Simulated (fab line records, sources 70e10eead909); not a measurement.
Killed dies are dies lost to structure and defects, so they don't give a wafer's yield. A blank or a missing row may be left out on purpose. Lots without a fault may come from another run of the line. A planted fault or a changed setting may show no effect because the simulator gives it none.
Chamber matching | flow nand_harc | NHARC_A_STAIRCASE_ETCH_169 on rie_diel-13: 3 sister chambers
The step etches the open film in CH3F/O2, target depth 50 nm, time 107.1 s. 14 wafers are shown with their chamber, then 5 later ones without.

WAFERS WITH THEIR CHAMBER
wafer  | chamber | drypump_motor_current_A (A) | showerhead_plenum_p_Torr (Torr) | rf_vpp_V (V)
L074.2 | 1       | 6.1                         | 2.47                            | 244.3
L074.4 | 1       | 6.1                         | 2.47                            | 245.0
L074.6 | 0       | 5.9                         | 2.29                            | 242.7
L076.1 | 0       | 5.9                         | 2.28                            | 241.9
L076.2 | 3       | 5.5                         | 2.30                            | 241.9
L076.6 | 0       | 5.9                         | 2.28                            | 242.8
L075.1 | 3       | 5.5                         | 2.30                            | 242.8
L075.3 | 0       | 5.9                         | 2.28                            | 243.1
L075.6 | 1       | 6.2                         | 2.47                            | 244.9
L083.2 | 1       | 6.2                         | 2.46                            | 243.9
L083.5 | 1       | 6.1                         | 2.46                            | 245.2
L083.6 | 0       | 5.9                         | 2.66                            | 247.1
L091.2 | 3       | 5.5                         | 2.29                            | 242.1
L091.4 | 0       | 5.9                         | 2.65                            | 246.5

SIGNATURES (means of the wafers above)
reading                  | chamber 0 | chamber 1 | chamber 3 | scatter within a chamber
drypump_motor_current_A  | 5.900     | 6.140     | 5.500     | 0.033
showerhead_plenum_p_Torr | 2.4067    | 2.4660    | 2.2967    | 0.13
rf_vpp_V                 | 244.017   | 244.660   | 242.267   | 1.53
Rule: a wafer's distance from a chamber is the root of the sum, over the readings, of the square of ((its reading less the chamber's mean) divided by the reading's scatter). The wafer belongs to the nearest chamber; if the next one is less than 2 further off, it can't be placed. The scatter: the root of (the sum of the squares of (reading less its chamber's mean) over the shown wafers, divided by (wafers less chambers)).

WAFERS WITHOUT THEIR CHAMBER
wafer  | drypump_motor_current_A (A) | showerhead_plenum_p_Torr (Torr) | rf_vpp_V (V)
L092.2 | 5.5                         | 2.28                            | 243.1
L092.4 | 5.5                         | 2.28                            | 241.5
L092.6 | 6.1                         | 2.45                            | 244.4
L094.2 | 5.5                         | 2.28                            | 241.7
L094.5 | 5.5                         | 2.28                            | 240.8

WHICH CHAMBER EACH WENT THROUGH
wafer  | from the rows above | in truth
L092.2 | 3                   | 3
L092.4 | 3                   | 3
L092.6 | 1                   | 1
L094.2 | 3                   | 3
L094.5 | 3                   | 3
Placed correctly: 5 of 5. Can't be placed from these rows: 0. Placed wrongly: 0.
